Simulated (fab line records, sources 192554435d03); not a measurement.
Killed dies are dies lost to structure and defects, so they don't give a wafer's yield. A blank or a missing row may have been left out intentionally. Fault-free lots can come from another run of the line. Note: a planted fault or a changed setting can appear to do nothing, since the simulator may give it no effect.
Chamber matching / flow n5_finfet / 3 sister chambers for N5_BEOL_M1_PRE_CLEAN_60 on cvd_co-01
The step time 15 s. 6 wafers are shown with their chamber, then 12 later ones without.

EACH WAFER AND ITS CHAMBER
wafer=L091.3; chamber=0; heater_power_w (W)=113
wafer=L091.4; chamber=0; heater_power_w (W)=112
wafer=L091.6; chamber=1; heater_power_w (W)=121
wafer=L092.2; chamber=2; heater_power_w (W)=79
wafer=L092.3; chamber=1; heater_power_w (W)=122
wafer=L092.6; chamber=2; heater_power_w (W)=78

WAFERS WHOSE CHAMBER IS MISSING
wafer=L094.1; heater_power_w (W)=113
wafer=L094.2; heater_power_w (W)=80
wafer=L094.3; heater_power_w (W)=123
wafer=L094.4; heater_power_w (W)=76
wafer=L094.5; heater_power_w (W)=124
wafer=L094.6; heater_power_w (W)=115
wafer=L095.2; heater_power_w (W)=79
wafer=L095.4; heater_power_w (W)=80
wafer=L095.5; heater_power_w (W)=111
wafer=L097.1; heater_power_w (W)=80
wafer=L097.3; heater_power_w (W)=123
wafer=L097.4; heater_power_w (W)=113

WHICH CHAMBER EACH ONE RAN IN
wafer=L094.1; from the rows above=0; in truth=0
wafer=L094.2; from the rows above=2; in truth=2
wafer=L094.3; from the rows above=1; in truth=1
wafer=L094.4; from the rows above=2; in truth=2
wafer=L094.5; from the rows above=1; in truth=1
wafer=L094.6; from the rows above=0; in truth=0
wafer=L095.2; from the rows above=2; in truth=2
wafer=L095.4; from the rows above=2; in truth=2
wafer=L095.5; from the rows above=0; in truth=0
wafer=L097.1; from the rows above=2; in truth=2
wafer=L097.3; from the rows above=1; in truth=1
wafer=L097.4; from the rows above=0; in truth=0
Correct placement for 12 of the 12. Left unplaced by these rows: 0. 0 placed wrongly.
How it was worked out, from the rows above alone: a wafer's distance from a chamber is the root of the sum, over the readings, of the square of ((its reading less the chamber's mean) divided by the reading's scatter). The wafer belongs to the nearest chamber; if the next one is less than 2 further off, it can't be placed. A chamber's mean is the mean of its shown wafers. The scatter is the square root of a quotient: the sum, over the shown wafers, of each reading's squared deviation from its chamber's mean, divided by wafers minus chambers.
